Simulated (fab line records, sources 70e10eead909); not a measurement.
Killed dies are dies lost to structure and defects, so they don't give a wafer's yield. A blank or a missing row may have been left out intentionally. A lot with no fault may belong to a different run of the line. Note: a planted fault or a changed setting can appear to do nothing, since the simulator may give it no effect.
fab line records | flow nand_harc | part 1 of 2: steps 1 to 3 of 6
[record] lots = 23 | wafers = 69 | last_day = 35
route steps=1302 shown A_STAIRCASE@876 A_SGD_CUT@907 A_SLIT@942 A_WL_FILL@952
lots untouched by any fault: they come from a run of this same line in which no faults occurred
start_h: hours from the record's opening day to when the first of the lot's shown wafers began | wait_h: how many hours have passed since the lot's step before this one | " identical to the entry in the row above | L1.1+2: one row covering several wafers at once | - either no value or no given start | * or withheld: withheld | < > ~ a bound
route shown NAME@n: names a module that has steps shown in the file, with the first one's number in the route | usual: average and standard deviation across the fault-free wafers | same: alike in all rows | chamber/n: place in a boat | sites: per-site readings | _std_site: how widely they spread, as a standard deviation | _edge_site: mean of outer sites minus mean of inner sites | radius_mm: for every site, how far away it sits from the centre of the wafer | mask NAME#n: copy n | behind: tool/chamber where the wafer was last shaped | hold: what put the lot on hold/how long, in hours/how the hold closed | device: whichever transistor did not switch (one of n, p or np) | end of line: at the end of the route, the tests of the same wafers | where a step has no rows: the recipe by itself | killed: dies that structure and defects cost at the first sort, which is not the same as the wafer's yield | map: shows each die of a wafer: x if killed, . if not, _ if none is there
set.NAME: setting as actually run; set.NAME@STEP: the setting as run at that earlier step | model.NAME: the simulator's own value behind a step, which no gauge read
route steps across a sampled set of lots; one table per step, one row per wafer
services: when a tool's chamber went out of use (start_h, in hours from the record's first day, below 0 if earlier), for how many hours, and the reason
[[steps]]
[step NHARC_A_STAIRCASE_CMP_450]
[recipe] target_thk_nm = 200 | material = SiO2
[usual] motor_current_A = 12.0/1.2
lot.wafer | tool   | chamber | start_h | wait_h | motor_current_A
L074.3    | cmp-02 | 3       | 437.81  | -      | 12.2
L074.2    | "      | 2       | "       | "      | 10.8
L074.6    | "      | 3       | "       | "      | 11.3
L075.1    | cmp-02 | 2       | 447.89  | -      | 10.9
L075.4    | "      | 1       | "       | "      | 11.3
L075.5    | "      | 3       | "       | "      | 10.8
L077.3    | cmp-02 | 3       | 462.84  | -      | 11.1
L077.4    | "      | 0       | "       | "      | 12.9
L077.6    | "      | 2       | "       | "      | 10.8
L078.4    | cmp-03 | 3       | 462.84  | -      | 11.8
L078.1    | "      | 0       | "       | "      | 9.8
L078.6    | "      | 2       | "       | "      | 10.9
L079.1    | cmp-02 | 0       | 463.11  | -      | 12.6
L079.2    | "      | 1       | "       | "      | 11.7
L079.4    | "      | 2       | "       | "      | 11.7
L076.3    | cmp-01 | 1       | 465.69  | -      | 13.9
L076.1    | "      | 2       | "       | "      | 13.5
L076.4    | "      | 3       | "       | "      | 12.8
L080.4    | cmp-01 | 1       | 483.99  | -      | 13.3
L080.6    | "      | 1       | "       | "      | 14.4
L080.5    | "      | 2       | "       | "      | 13.7
L082.2    | cmp-01 | 3       | 500.79  | -      | 12.5
L082.4    | "      | 0       | "       | "      | 13.7
L082.1    | "      | 2       | "       | "      | 12.6
L081.2    | cmp-01 | 0       | 511.98  | -      | 12.7
L081.6    | "      | 2       | "       | "      | 12.5
L081.5    | "      | 3       | "       | "      | 13.1
L083.4    | cmp-01 | 2       | 525.88  | -      | 13.1
L083.3    | "      | 3       | "       | "      | 12.0
L083.2    | "      | 0       | "       | "      | 13.9
L084.1    | cmp-01 | 2       | 533.73  | -      | 12.2
L084.3    | "      | 3       | "       | "      | 13.0
L084.5    | "      | 2       | "       | "      | 13.1
L085.3    | cmp-03 | 1       | 540.01  | -      | 11.0
L085.2    | "      | 2       | "       | "      | 10.7
L085.6    | "      | 2       | "       | "      | 11.5
L086.4    | cmp-01 | 2       | 540.05  | -      | 12.6
L086.3    | "      | 0       | "       | "      | 13.0
L086.5    | "      | 2       | "       | "      | 13.6
L087.2    | cmp-03 | 1       | 561.97  | -      | 11.2
L087.4    | "      | 2       | "       | "      | 10.9
L087.5    | "      | 0       | "       | "      | 10.2
L089.3    | cmp-02 | 2       | 577.05  | -      | 10.6
L089.2    | "      | 0       | "       | "      | 12.8
L089.1    | "      | 1       | "       | "      | 11.5
L088.4    | cmp-03 | 2       | 577.81  | -      | 11.3
L088.1    | "      | 3       | "       | "      | 12.2
L088.5    | "      | 0       | "       | "      | 10.2
L090.1    | cmp-02 | 2       | 597.68  | -      | 10.9
L090.6    | "      | 0       | "       | "      | 11.9
L090.5    | "      | 1       | "       | "      | 11.1
L091.3    | cmp-02 | 2       | 605.07  | -      | 11.3
L091.4    | "      | 3       | "       | "      | 11.0
L091.6    | "      | 3       | "       | "      | 12.0
L092.3    | cmp-01 | 1       | 605.47  | -      | 13.8
L092.1    | "      | 3       | "       | "      | 12.7
L092.6    | "      | 0       | "       | "      | 13.5
L094.4    | cmp-01 | 1       | 623.79  | -      | 13.6
L094.5    | "      | 0       | "       | "      | 13.3
L094.6    | "      | 1       | "       | "      | 13.8
L093.3    | cmp-03 | 2       | 623.94  | -      | 10.7
L093.5    | "      | 0       | "       | "      | 10.0
L093.6    | "      | 1       | "       | "      | 10.1
L096.1    | cmp-03 | 2       | 650.51  | -      | 10.7
L096.2    | "      | 3       | "       | "      | 11.0
L096.3    | "      | 0       | "       | "      | 10.6
L097.3    | cmp-01 | 1       | 679.97  | -      | 12.9
L097.2    | "      | 3       | "       | "      | 12.4
L097.5    | "      | 1       | "       | "      | 13.7
[step NHARC_A_SGD_CUT_ETCH_15]
[recipe] target_depth_a = 750 | time_s = 64.3 | ch3f_flow_sccm = 50 | o2_flow_sccm = 30 | ar_flow_sccm = 200 | rf_w = 500 | bias_w = 100 | chemistry = CH3F/O2
[usual] drypump_motor_current_A = 5.9/0.45 | mfc_ar_sccm = 200.1/0.57 | oes_product_au = 0.952/0.019 | rf_fwd_power_W = 495.5/1.9 | rf_vpp_V = 263.4/1.9 | showerhead_plenum_p_Torr = 2.43/0.12 | throttle_valve_pct = 20.662/0.0087
lot.wafer | tool        | chamber | start_h | wait_h | drypump_motor_current_A | mfc_ar_sccm | oes_product_au | rf_fwd_power_W | rf_hours_counter_h | rf_vpp_V | showerhead_plenum_p_Torr | throttle_valve_pct
L074.2    | rie_diel-08 | 3       | -       | -      | 5.9                     | 201.4       | 0.961          | 496.5          | 4                  | 266.7    | 2.62                     | 20.664
L074.3    | "           | 0       | "       | "      | 5.8                     | 199.8       | 0.977          | 493.8          | 4                  | 260.9    | 2.31                     | 20.657
L074.6    | "           | 0       | "       | "      | 5.8                     | 199.8       | 0.980          | 496.5          | -                  | 260.5    | 2.31                     | 20.658
L075.4    | rie_diel-08 | 3       | -       | -      | 5.9                     | 199.8       | 0.932          | 493.8          | 5                  | 265.1    | 2.62                     | 20.656
L075.1    | "           | 0       | "       | "      | 5.8                     | 200.0       | 0.921          | 494.6          | 4                  | 262.2    | 2.31                     | 20.663
L075.5    | "           | 2       | "       | "      | 5.9                     | 200.0       | 0.922          | 493.9          | -                  | 262.5    | 2.41                     | 20.655
L077.3    | rie_diel-12 | 2       | -       | -      | 5.2                     | 199.1       | 0.973          | 492.8          | 1                  | 262.4    | 2.36                     | 20.664
L077.4    | "           | 3       | "       | "      | 5.1                     | 200.5       | 0.978          | 495.9          | 1                  | 261.0    | 2.29                     | 20.656
L077.6    | "           | 0       | "       | "      | 6.0                     | 199.8       | 0.949          | 495.8          | -                  | 262.6    | 2.39                     | 20.667
L078.1    | rie_diel-09 | 0       | -       | -      | 5.5                     | 198.5       | 0.950          | 493.1          | 6                  | 261.5    | 2.30                     | 20.657
L078.4    | "           | 3       | "       | "      | 6.2                     | 201.1       | 0.946          | 494.2          | 6                  | 266.6    | 2.64                     | 20.681
L078.6    | "           | 1       | "       | "      | 6.0                     | 200.1       | 0.949          | 496.8          | -                  | 261.8    | 2.33                     | 20.662
L079.4    | rie_diel-09 | 2       | -       | -      | 5.6                     | 199.9       | 0.945          | 495.7          | 7                  | 267.0    | 2.55                     | 20.661
L079.1    | "           | 3       | "       | "      | 6.2                     | 200.3       | 0.961          | 498.2          | 6                  | 266.4    | 2.64                     | 20.673
L079.2    | "           | 0       | "       | "      | 5.5                     | 199.8       | 0.954          | 494.8          | 6                  | 263.9    | 2.30                     | 20.659
L076.3    | rie_diel-09 | 3       | -       | -      | 6.2                     | 199.1       | 0.949          | 496.3          | 7                  | 266.5    | 2.64                     | 20.651
L076.4    | "           | 1       | "       | "      | 6.0                     | 200.6       | 0.975          | 498.7          | 7                  | 261.1    | 2.33                     | 20.665
L076.1    | "           | 2       | "       | "      | 5.6                     | 199.8       | 0.955          | 495.5          | 7                  | 263.4    | 2.55                     | 20.660
L080.4    | rie_diel-12 | 1       | -       | -      | 6.5                     | 201.0       | 0.974          | 499.0          | 4                  | 264.4    | 2.43                     | 20.669
L080.6    | "           | 1       | "       | "      | 6.6                     | 199.3       | 0.962          | 497.3          | -                  | 263.0    | 2.43                     | 20.664
L080.5    | "           | 2       | "       | "      | 5.2                     | 199.5       | 0.958          | 492.8          | -                  | 261.1    | 2.36                     | 20.671
L082.2    | rie_diel-12 | 1       | -       | -      | 6.6                     | 201.0       | 0.923          | 499.8          | 5                  | 262.9    | 2.43                     | 20.665
L082.1    | "           | 0       | "       | "      | 6.0                     | 199.4       | 0.923          | 494.2          | 5                  | 263.7    | 2.39                     | 20.673
L082.4    | "           | 3       | "       | "      | 5.1                     | 200.3       | 0.925          | 494.1          | -                  | 261.8    | 2.29                     | 20.658
L081.2    | rie_diel-09 | 1       | -       | -      | 6.0                     | 199.9       | 0.961          | 497.5          | 1                  | 262.4    | 2.33                     | 20.657
L081.5    | "           | 1       | "       | "      | 6.0                     | 200.3       | 0.960          | 497.1          | -                  | 261.2    | 2.33                     | 20.650
L081.6    | "           | 2       | "       | "      | 5.6                     | 200.1       | 0.964          | 497.0          | -                  | 266.2    | 2.55                     | 20.655
L083.4    | rie_diel-08 | 3       | -       | -      | 5.9                     | 200.5       | 0.965          | 495.3          | 10                 | 266.8    | 2.62                     | 20.672
L083.3    | "           | 0       | "       | "      | 5.8                     | 199.9       | 0.943          | 496.0          | 9                  | 261.9    | 2.31                     | 20.669
L083.2    | "           | 2       | "       | "      | 5.9                     | 200.6       | 0.970          | 491.5          | 10                 | 262.1    | 2.41                     | 20.658
L084.1    | rie_diel-09 | 0       | -       | -      | 5.5                     | 200.2       | 0.965          | 494.9          | 1                  | 260.3    | 2.29                     | 20.639
L084.3    | "           | 2       | "       | "      | 5.6                     | 200.6       | 0.968          | 498.3          | 1                  | 264.4    | 2.55                     | 20.654
L084.5    | "           | 3       | "       | "      | 6.2                     | 200.4       | 0.965          | 492.9          | -                  | 266.6    | 2.64                     | 20.646
L085.2    | rie_diel-09 | 3       | -       | -      | 6.2                     | 200.5       | 0.952          | 495.9          | 2                  | 266.5    | 2.64                     | 20.677
L085.3    | "           | 0       | "       | "      | 5.6                     | 200.6       | 0.947          | 494.9          | 2                  | 260.6    | 2.29                     | 20.646
L085.6    | "           | 0       | "       | "      | 5.6                     | 200.1       | 0.938          | 494.4          | -                  | 260.2    | 2.29                     | 20.653
L086.3    | rie_diel-09 | 2       | -       | -      | 5.6                     | 200.0       | 0.946          | 492.9          | 2                  | 265.7    | 2.55                     | 20.660
L086.4    | "           | 0       | "       | "      | 5.6                     | 200.5       | 0.951          | 489.9          | -                  | 261.7    | 2.29                     | 20.655
L086.5    | "           | 2       | "       | "      | 5.6                     | 200.6       | 0.940          | 494.7          | -                  | 265.4    | 2.55                     | 20.665
L087.2    | rie_diel-08 | 3       | -       | -      | 5.9                     | 200.2       | 0.976          | 496.4          | 1                  | 266.0    | 2.62                     | 20.655
L087.4    | "           | 0       | "       | "      | 5.8                     | 199.1       | 0.960          | 496.5          | 1                  | 261.4    | 2.31                     | 20.660
L087.5    | "           | 3       | "       | "      | 5.9                     | 200.6       | 0.979          | 495.8          | -                  | 266.5    | 2.62                     | 20.666
L089.2    | rie_diel-08 | 2       | -       | -      | 5.9                     | 200.8       | 0.922          | 493.9          | 2                  | 261.9    | 2.41                     | 20.660
L089.3    | "           | 3       | "       | "      | 5.9                     | 199.4       | 0.929          | 497.9          | 2                  | 266.1    | 2.62                     | 20.665
L089.1    | "           | 0       | "       | "      | 5.8                     | 199.8       | 0.925          | 495.2          | 2                  | 260.9    | 2.31                     | 20.680
L088.1    | rie_diel-12 | 3       | -       | -      | 5.1                     | 200.9       | 0.973          | 498.7          | 13                 | 261.4    | 2.28                     | 20.669
L088.4    | "           | 1       | "       | "      | 6.6                     | 199.8       | 0.969          | 497.3          | 13                 | 264.9    | 2.43                     | 20.673
L088.5    | "           | 3       | "       | "      | 5.1                     | 200.6       | 0.968          | 498.8          | -                  | 263.1    | 2.28                     | 20.656
L090.1    | rie_diel-12 | 1       | -       | -      | 6.6                     | 199.6       | 0.917          | 497.2          | 14                 | 263.3    | 2.43                     | 20.652
L090.5    | "           | 0       | "       | "      | 6.0                     | 200.3       | 0.926          | 494.6          | -                  | 261.7    | 2.38                     | 20.659
L090.6    | "           | 1       | "       | "      | 6.6                     | 200.3       | 0.924          | 498.4          | -                  | 264.8    | 2.43                     | 20.667
L091.3    | rie_diel-12 | 0       | -       | -      | 6.0                     | 200.1       | 0.961          | 493.5          | 14                 | 264.1    | 2.38                     | 20.657
L091.4    | "           | 2       | "       | "      | 5.2                     | 199.1       | 0.955          | 494.2          | -                  | 261.1    | 2.35                     | 20.668
L091.6    | "           | 1       | "       | "      | 6.6                     | 199.9       | 0.952          | 496.3          | -                  | 264.0    | 2.43                     | 20.672
L092.3    | rie_diel-09 | 3       | -       | -      | 6.2                     | 200.2       | 0.949          | 497.2          | 6                  | 266.7    | 2.64                     | 20.663
L092.1    | "           | 0       | "       | "      | 5.5                     | 200.4       | 0.960          | 493.8          | 6                  | 261.5    | 2.29                     | 20.657
L092.6    | "           | 2       | "       | "      | 5.6                     | 200.3       | 0.949          | 497.0          | -                  | 265.0    | 2.55                     | 20.649
L094.4    | rie_diel-09 | 3       | -       | -      | 6.2                     | 199.8       | 0.981          | 493.9          | 7                  | 265.4    | 2.64                     | 20.664
L094.5    | "           | 1       | "       | "      | 6.0                     | 200.4       | 0.974          | 494.8          | -                  | 261.9    | 2.33                     | 20.655
L094.6    | "           | 2       | "       | "      | 5.6                     | 199.7       | 0.994          | 497.5          | -                  | 264.3    | 2.55                     | 20.660
L093.3    | rie_diel-08 | 0       | -       | -      | 5.9                     | 200.2       | 0.922          | 493.9          | 4                  | 261.7    | 2.30                     | 20.670
L093.5    | "           | 0       | "       | "      | 5.8                     | 200.0       | 0.920          | 496.2          | -                  | 260.6    | 2.30                     | 20.668
L093.6    | "           | 1       | "       | "      | 6.8                     | 200.7       | 0.922          | 495.6          | -                  | 264.1    | 2.47                     | 20.655
L096.1    | rie_diel-12 | 0       | -       | -      | 6.0                     | 199.5       | 0.950          | 495.5          | 2                  | 263.2    | 2.38                     | 20.680
L096.2    | "           | 1       | "       | "      | 6.6                     | 199.5       | 0.955          | 497.5          | 1                  | 263.2    | 2.43                     | 20.649
L096.3    | "           | 3       | "       | "      | 5.1                     | 199.1       | 0.973          | 496.1          | 2                  | 263.6    | 2.28                     | 20.681
L097.3    | rie_diel-12 | 2       | -       | -      | 5.2                     | 199.6       | 0.920          | 493.6          | 3                  | 262.9    | 2.35                     | 20.662
L097.2    | "           | 3       | "       | "      | 5.1                     | 199.8       | 0.930          | 496.3          | 4                  | 260.1    | 2.28                     | 20.662
L097.5    | "           | 1       | "       | "      | 6.6                     | 200.3       | 0.924          | 496.0          | -                  | 264.8    | 2.43                     | 20.654
[step NHARC_A_SLIT_ETCH_29]
[recipe] target_depth_a = 1000 | overetch_a = 100 | time_s = 55 | ion_energy_ev = 100 | cf4_flow_sccm = 80 | o2_flow_sccm = 20 | ar_flow_sccm = 0 | rf_w = 300 | bias_w = 100 | chemistry = CF4/O2
[usual] drypump_motor_current_A = 5.6/0.35 | mfc_ar_sccm = 0.005/0.0074 | oes_product_au = 1.001/0.0086 | rf_fwd_power_W = 297.1/1.3 | rf_vpp_V = 197.5/1.5 | showerhead_plenum_p_Torr = 1.32/0.059 | throttle_valve_pct = 13.397/0.0079
lot.wafer | tool        | chamber | start_h | wait_h | drypump_motor_current_A | mfc_ar_sccm | oes_product_au | rf_fwd_power_W | rf_hours_counter_h | rf_vpp_V | showerhead_plenum_p_Torr | throttle_valve_pct
L074.3    | rie_diel-13 | 3       | 464.89  | 0.1    | 5.7                     | 0.025       | 1.010          | 299.1          | 6                  | 198.5    | 1.33                     | 13.392
L074.2    | "           | 2       | "       | "      | 5.8                     | 0.001       | 0.990          | 298.6          | 6                  | 198.3    | 1.35                     | 13.389
L074.6    | "           | 3       | "       | "      | 5.7                     | 0.025       | 1.008          | 297.2          | -                  | 197.9    | 1.33                     | 13.406
L075.4    | rie_diel-02 | 3       | 472.87  | 0.1    | 6.2                     | 0           | 0.998          | 298.2          | 4                  | 199.6    | 1.40                     | 13.396
L075.1    | "           | 2       | "       | "      | 5.3                     | 0.002       | 0.995          | 297.2          | 4                  | 196.5    | 1.28                     | 13.382
L075.5    | "           | 0       | "       | "      | 5.6                     | 0           | 1.002          | 297.3          | -                  | 198.5    | 1.36                     | 13.392
L077.3    | rie_diel-13 | 1       | 483.44  | 0.1    | 5.4                     | 0.002       | 0.999          | 296.6          | 8                  | 197.2    | 1.26                     | 13.386
L077.4    | "           | 2       | "       | "      | 5.8                     | 0.001       | 1.003          | 296.8          | 7                  | 197.2    | 1.35                     | 13.390
L077.6    | "           | 0       | "       | "      | 5.2                     | 0.012       | 1.005          | 294.9          | -                  | 195.8    | 1.27                     | 13.401
L079.1    | rie_diel-02 | 3       | 484.94  | 0.1    | 6.2                     | 0           | 0.999          | 299.2          | 6                  | 197.7    | 1.40                     | 13.385
L079.2    | "           | 0       | "       | "      | 5.6                     | 0           | 1.004          | 296.8          | 5                  | 198.5    | 1.36                     | 13.396
L079.4    | "           | 2       | "       | "      | 5.3                     | 0.002       | 0.997          | 297.4          | 6                  | 197.2    | 1.28                     | 13.391
L078.1    | rie_diel-05 | 3       | 487.23  | 0.1    | 5.0                     | 0.010       | 0.998          | 297.2          | 3                  | 196.7    | 1.24                     | 13.411
L078.4    | "           | 0       | "       | "      | 5.5                     | 0           | 1.005          | 298.9          | 5                  | 198.1    | 1.42                     | 13.396
L078.6    | "           | 0       | "       | "      | 5.5                     | 0           | 1.011          | 299.0          | -                  | 200.2    | 1.42                     | 13.396
L076.1    | rie_diel-05 | 2       | 488.77  | 0.1    | 5.9                     | 0           | 1.006          | 298.6          | 3                  | 195.7    | 1.25                     | 13.395
L076.4    | "           | 3       | "       | "      | 5.1                     | 0.010       | 1.007          | 296.3          | 3                  | 194.7    | 1.24                     | 13.385
L076.3    | "           | 0       | "       | "      | 5.5                     | 0           | 1.004          | 299.9          | 5                  | 199.7    | 1.42                     | 13.386
L080.4    | rie_diel-02 | 3       | 505.44  | 0.1    | 6.2                     | 0           | 0.994          | 298.6          | 8                  | 199.7    | 1.40                     | 13.391
L080.5    | "           | 2       | "       | "      | 5.3                     | 0.002       | 1.010          | 296.7          | -                  | 197.4    | 1.28                     | 13.392
L080.6    | "           | 3       | "       | "      | 6.2                     | 0           | 0.994          | 297.3          | -                  | 198.5    | 1.40                     | 13.401
L082.2    | rie_diel-05 | 3       | 521.15  | 0.1    | 5.0                     | 0.010       | 1.003          | 296.9          | 5                  | 196.1    | 1.24                     | 13.396
L082.1    | "           | 0       | "       | "      | 5.5                     | 0           | 1.000          | 295.6          | 6                  | 201.8    | 1.42                     | 13.392
L082.4    | "           | 1       | "       | "      | 5.8                     | 0.016       | 1.007          | 296.6          | 6                  | 200.3    | 1.37                     | 13.403
L081.2    | rie_diel-05 | 2       | 534.44  | 0.1    | 6.0                     | 0           | 0.998          | 296.9          | 5                  | 196.2    | 1.25                     | 13.397
L081.5    | "           | 0       | "       | "      | 5.5                     | 0           | 1.013          | 297.8          | -                  | 199.1    | 1.42                     | 13.390
L081.6    | "           | 2       | "       | "      | 6.0                     | 0           | 0.998          | 295.8          | -                  | 196.5    | 1.25                     | 13.390
L083.3    | rie_diel-13 | 3       | 546.07  | 0.1    | 5.7                     | 0.025       | 1.003          | 296.9          | 2                  | 197.7    | 1.33                     | 13.394
L083.4    | "           | 0       | "       | "      | 5.2                     | 0.012       | 0.993          | 296.1          | 1                  | 196.5    | 1.27                     | 13.383
L083.2    | "           | 1       | "       | "      | 5.4                     | 0.002       | 1.005          | 296.1          | 1                  | 196.8    | 1.26                     | 13.401
L084.3    | rie_diel-13 | 3       | 554.41  | 0.1    | 5.7                     | 0.025       | 0.987          | 295.1          | 3                  | 197.7    | 1.33                     | 13.398
L084.1    | "           | 1       | "       | "      | 5.4                     | 0.002       | 0.987          | 297.0          | 2                  | 196.8    | 1.26                     | 13.399
L084.5    | "           | 0       | "       | "      | 5.2                     | 0.012       | 1.002          | 296.0          | -                  | 195.1    | 1.27                     | 13.392
L086.4    | rie_diel-02 | 1       | 561.96  | 0.1    | 5.3                     | 0           | 1.005          | 297.6          | 11                 | 198.1    | 1.34                     | 13.385
L086.3    | "           | 3       | "       | "      | 6.2                     | 0           | 1.005          | 298.1          | 12                 | 197.9    | 1.40                     | 13.402
L086.5    | "           | 1       | "       | "      | 5.3                     | 0           | 0.996          | 298.2          | -                  | 198.1    | 1.35                     | 13.410
L085.2    | rie_diel-13 | 1       | 562.15  | 0.1    | 5.4                     | 0.002       | 0.995          | 298.0          | 3                  | 196.5    | 1.25                     | 13.398
L085.3    | "           | 2       | "       | "      | 5.8                     | 0.001       | 0.993          | 295.7          | 4                  | 197.0    | 1.35                     | 13.397
L085.6    | "           | 0       | "       | "      | 5.2                     | 0.012       | 0.989          | 296.6          | -                  | 195.8    | 1.27                     | 13.400
L087.2    | rie_diel-02 | 2       | 582.62  | 0.1    | 5.3                     | 0.002       | 0.996          | 296.5          | 0                  | 196.8    | 1.28                     | 13.395
L087.4    | "           | 1       | "       | "      | 5.4                     | 0           | 0.996          | 296.9          | 0                  | 196.4    | 1.34                     | 13.391
L087.5    | "           | 3       | "       | "      | 6.2                     | 0           | 1.000          | 297.5          | -                  | 199.1    | 1.40                     | 13.390
L088.1    | rie_diel-02 | 2       | 599.58  | 0.1    | 5.3                     | 0.002       | 0.997          | 296.2          | 1                  | 196.7    | 1.28                     | 13.409
L088.4    | "           | 1       | "       | "      | 5.4                     | 0           | 1.003          | 298.1          | 1                  | 197.1    | 1.34                     | 13.396
L088.5    | "           | 3       | "       | "      | 6.2                     | 0           | 1.002          | 299.0          | -                  | 199.2    | 1.40                     | 13.411
L089.1    | rie_diel-05 | 0       | 603.52  | 0.1    | 5.5                     | 0           | 1.007          | 296.8          | 1                  | 200.0    | 1.42                     | 13.405
L089.3    | "           | 1       | "       | "      | 5.9                     | 0.016       | 1.009          | 296.7          | 1                  | 198.0    | 1.37                     | 13.412
L089.2    | "           | 2       | "       | "      | 6.0                     | 0           | 1.010          | 298.7          | 1                  | 196.4    | 1.25                     | 13.400
L090.1    | rie_diel-13 | 2       | 620.31  | 0.1    | 5.8                     | 0.001       | 0.986          | 296.2          | 6                  | 199.0    | 1.35                     | 13.397
L090.6    | "           | 1       | "       | "      | 5.4                     | 0.002       | 1.003          | 297.8          | -                  | 196.7    | 1.25                     | 13.410
L090.5    | "           | 2       | "       | "      | 5.8                     | 0.001       | 0.986          | 294.2          | -                  | 196.5    | 1.35                     | 13.394
L091.3    | rie_diel-13 | 2       | 629.85  | 0.1    | 5.8                     | 0.001       | 0.980          | 295.3          | 8                  | 198.1    | 1.35                     | 13.392
L091.4    | "           | 1       | "       | "      | 5.5                     | 0.002       | 1.003          | 300.1          | -                  | 196.4    | 1.25                     | 13.399
L091.6    | "           | 0       | "       | "      | 5.2                     | 0.012       | 0.992          | 295.5          | -                  | 196.0    | 1.27                     | 13.399
L092.3    | rie_diel-05 | 0       | 630.49  | 0.1    | 5.5                     | 0           | 1.010          | 296.4          | 2                  | 198.8    | 1.42                     | 13.399
L092.1    | "           | 2       | "       | "      | 6.0                     | 0           | 1.001          | 298.2          | 2                  | 195.7    | 1.25                     | 13.386
L092.6    | "           | 1       | "       | "      | 5.9                     | 0.016       | 1.026          | 297.3          | -                  | 199.0    | 1.37                     | 13.383
L093.3    | rie_diel-13 | 3       | 644.87  | 0.1    | 5.7                     | 0.025       | 0.997          | 295.4          | 8                  | 196.9    | 1.33                     | 13.412
L093.6    | "           | 1       | "       | "      | 5.4                     | 0.002       | 0.994          | 295.1          | -                  | 195.7    | 1.25                     | 13.403
L093.5    | "           | 2       | "       | "      | 5.8                     | 0.001       | 0.987          | 297.0          | -                  | 197.6    | 1.35                     | 13.406
L094.4    | rie_diel-02 | 1       | 646.17  | 0.1    | 5.3                     | 0           | 1.004          | 297.0          | 4                  | 196.7    | 1.34                     | 13.397
L094.6    | "           | 2       | "       | "      | 5.3                     | 0.002       | 1.012          | 295.8          | -                  | 197.3    | 1.28                     | 13.405
L094.5    | "           | 3       | "       | "      | 6.2                     | 0           | 0.997          | 297.6          | -                  | 199.0    | 1.40                     | 13.381
L096.3    | rie_diel-02 | 2       | 671.42  | 0.1    | 5.3                     | 0.002       | 1.017          | 295.4          | 8                  | 195.9    | 1.28                     | 13.409
L096.2    | "           | 3       | "       | "      | 6.2                     | 0           | 1.012          | 297.9          | 8                  | 199.3    | 1.40                     | 13.393
L096.1    | "           | 0       | "       | "      | 5.6                     | 0           | 1.003          | 297.0          | 9                  | 198.5    | 1.36                     | 13.396
L097.2    | rie_diel-02 | 3       | 703.45  | 0.1    | 6.2                     | 0           | 1.010          | 298.1          | 10                 | 198.7    | 1.40                     | 13.399
L097.3    | "           | 2       | "       | "      | 5.3                     | 0.002       | 1.012          | 295.0          | 10                 | 194.3    | 1.28                     | 13.406
L097.5    | "           | 3       | "       | "      | 6.2                     | 0           | 1.008          | 299.2          | -                  | 199.0    | 1.40                     | 13.401
